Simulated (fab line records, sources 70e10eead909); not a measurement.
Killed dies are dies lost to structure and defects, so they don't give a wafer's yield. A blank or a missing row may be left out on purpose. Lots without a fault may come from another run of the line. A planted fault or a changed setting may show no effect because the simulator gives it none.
A struck lot beside a sound one | flow nand_harc | 15 steps out of a route of 1302
Sound: wafers L733.2, L733.3, L733.5. Struck: wafer L750.4. (L750.5 of the same lot was not struck and is left out.) The cause comes at the end.
At each step with rows: each side's tool, then ch and its chambers, then its first start. Under that, the readings that differ: sound wafers | struck wafers | difference of the means | sigmas: that difference in standard deviations of wafers without a fault.
alike: readings whose means differ by less than 2 such deviations, and words and numbers that are the same on both sides. not compared: withheld readings, readings that some wafer has no value for, bounds like >300 that may hide the same value, and numbers for which the record gives no deviation and whose values overlap.
The two part at a step that has a row with sigmas, a row that says differs or no value, or rows on one side only. Numbers that don't overlap but have no deviation are shown without sigmas and don't part them. A reading that every wafer of one side lacks parts them only if that side has two wafers or more.

first, 2 steps without rows for these wafers: NHARC_A_CONTACT_ETCH_137 (etches the open film in C4F8/O2/Ar, time 311 s, target depth 1912 nm); NHARC_A_CONTACT_ETCH_138 (etches the open film in C4F8/O2/Ar, time 311 s, target depth 1914 nm).
NHARC_A_CONTACT_ETCH_139: etches the open film in C4F8/O2/Ar, time 195 s, target depth 840 nm.
  sound on har_cap_etch-01 ch 0, day 23 00:10; struck on har_cap_etch-03 ch 0, day 30 13:49
  not compared: rf_hours_counter_h
NHARC_A_CONTACT_ETCH_92: etches the open film in CH3F/O2, target depth 40 nm, time 85.7 s.
  sound on rie_diel-04 ch 2,3, day 23 00:46; struck on rie_diel-03 ch 2, day 30 14:14
  reading               | sound          | struck | difference | sigmas
  oes_product_au (a.u.) | 1.00 0.99 0.99 | 0.92   | -0.07      | -2
  alike: drypump_motor_current_A, rf_vpp_V, showerhead_plenum_p_Torr, throttle_valve_pct
  not compared: rf_hours_counter_h
NHARC_A_CONTACT_ETCH_98: etches the open film in C4F6/O2, target depth 20 nm, time 10 s.
  sound on rie_diel-04 ch 1,2,3; struck on rie_diel-03 ch 0
  reading               | sound             | struck | difference | sigmas
  oes_product_au (a.u.) | 0.979 1.002 0.984 | 0.921  | -0.067     | -3
  alike: c4f6_flow_sccm, drypump_motor_current_A, rf_vpp_V, showerhead_plenum_p_Torr, throttle_valve_pct
  not compared: rf_hours_counter_h
NHARC_A_CONTACT_CD_MEAS_15:
  sound on cd_sem-02, day 23 01:05; struck on cd_sem-02, day 30 14:28
  alike: cd_nm
then, 3 steps without rows for these wafers: NHARC_A_CONTACT_STRIP_107 (strips in N2/H2); NHARC_A_CONTACT_STRIP_108 (strips in CF4/CHF3); NHARC_A_CONTACT_STRIP_109 (strips in O2/COS).
NHARC_A_CONTACT_ETCH_110: etches the open film in CF4/O2, target depth 60 nm, overetch 6 nm, time 33 s.
  sound on rie_diel-04 ch 2,3, day 23 01:24; struck on rie_diel-02 ch 0, day 30 14:45
  reading               | sound             | struck | difference | sigmas
  oes_product_au (a.u.) | 0.999 0.998 1.004 | 0.966  | -0.034     | -2
  alike: drypump_motor_current_A, oes_f_703_au, rf_vpp_V, showerhead_plenum_p_Torr, throttle_valve_pct
  not compared: rf_hours_counter_h
then, 2 steps without rows for these wafers: NHARC_A_CONTACT_STRIP_26 (strips in O2); NHARC_A_CONTACT_STRIP_27 (strips in post etch residue remover, time 600 s).
NHARC_A_CONTACT_ALD_18: deposits TiN, target thk 3 nm, pulse time 1 s, ald cycles 150.
  sound on ald_metal-03 ch 0,1,2, day 23 02:05; struck on ald_metal-02 ch 1, day 30 15:27
  reading    | sound       | struck | difference | sigmas
  ald_cycles | 150 150 150 | 69     | -81        |
  alike: heater_power_w, precursor_pulse_height_rel
NHARC_A_CONTACT_CVD_19: deposits W, target thk 300 nm, time 802 s.
  sound on cvd_w-01 ch 0,1; struck on cvd_w-02 ch 0
  reading                | sound          | struck | difference | sigmas
  mfc_h2_sccm (sccm)     | 1601 1600 1602 | 1591   | -10        | -2
  throttle_valve_pct (%) | 7.52 7.71 7.26 | 8.01   | +0.51      | +3
  alike: heater_power_w, mfc_wf6_sccm
-- the record jumps here: 2 days lie between the struck wafers' starts before and after (it left off in module A_CONTACT and takes up again in module END, whose first step shown is number 1302 of the route) --
NHARC_END_SORT_01:
  sound on prober-01 ch 0, day 25 14:49; struck on prober-01 ch 0, day 32 19:53
  reading         | sound    | struck | difference | sigmas
  killed_at_array | 18 21 22 | 670    | +650       | +27
  killed_dies     | 21 24 27 | 677    | +653       | +28
  alike: killed_at_other, killed_at_periphery, killed_open, killed_short

WHERE THEY PART
First at NHARC_A_CONTACT_ETCH_92; last, within this record, at NHARC_END_SORT_01.

WHY: what the simulator had put in
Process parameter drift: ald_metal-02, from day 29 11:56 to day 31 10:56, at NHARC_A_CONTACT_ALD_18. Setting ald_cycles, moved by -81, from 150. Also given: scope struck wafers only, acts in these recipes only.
